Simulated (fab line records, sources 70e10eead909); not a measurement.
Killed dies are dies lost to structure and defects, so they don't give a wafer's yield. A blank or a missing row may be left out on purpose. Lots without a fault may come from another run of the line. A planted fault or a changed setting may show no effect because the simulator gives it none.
Chamber matching | flow nand_harc | NHARC_A_BONDPAD_CMP_29 on cmp-02: 4 sister chambers
The step polishes SiCN, target thk 200 nm. 4 wafers are shown with their chamber, then 11 later ones without.

WAFERS WITH THEIR CHAMBER
wafer  | chamber | motor_current_A (A)
L085.5 | 3       | 11.2
L090.4 | 2       | 10.5
L090.5 | 0       | 12.2
L087.1 | 1       | 12.9

WAFERS WITHOUT THEIR CHAMBER
wafer  | motor_current_A (A)
L087.4 | 10.9
L087.6 | 11.4
L093.1 | 10.9
L093.2 | 12.8
L093.6 | 10.8
L096.2 | 11.0
L096.3 | 12.0
L096.4 | 12.6
L097.1 | 12.3
L097.4 | 13.1
L097.5 | 12.3

WHICH CHAMBER EACH WENT THROUGH
wafer  | from the rows above     | in truth
L087.4 | can't be placed: 3 or 2 | 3
L087.6 | 3                       | 3
L093.1 | can't be placed: 3 or 2 | 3
L093.2 | 1                       | 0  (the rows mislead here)
L093.6 | can't be placed: 2 or 3 | 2
L096.2 | can't be placed: 3 or 2 | 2
L096.3 | 0                       | 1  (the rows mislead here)
L096.4 | can't be placed: 1 or 0 | 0
L097.1 | 0                       | 0
L097.4 | 1                       | 1
L097.5 | 0                       | 0
Placed correctly: 4 of 11. Can't be placed from these rows: 5 (the true chamber is among the candidates in 5). Placed wrongly: 2.
How it was worked out, from the rows above alone: a wafer's distance from a chamber is the root of the sum, over the readings, of the square of ((its reading less the chamber's mean) divided by the reading's scatter). The wafer belongs to the nearest chamber; if the next one is less than 2 further off, it can't be placed. A chamber's mean is the mean of its shown wafers. The scatter: with one shown wafer a chamber, the root of the mean of the squares of how far each hidden wafer lies from its nearest shown one.
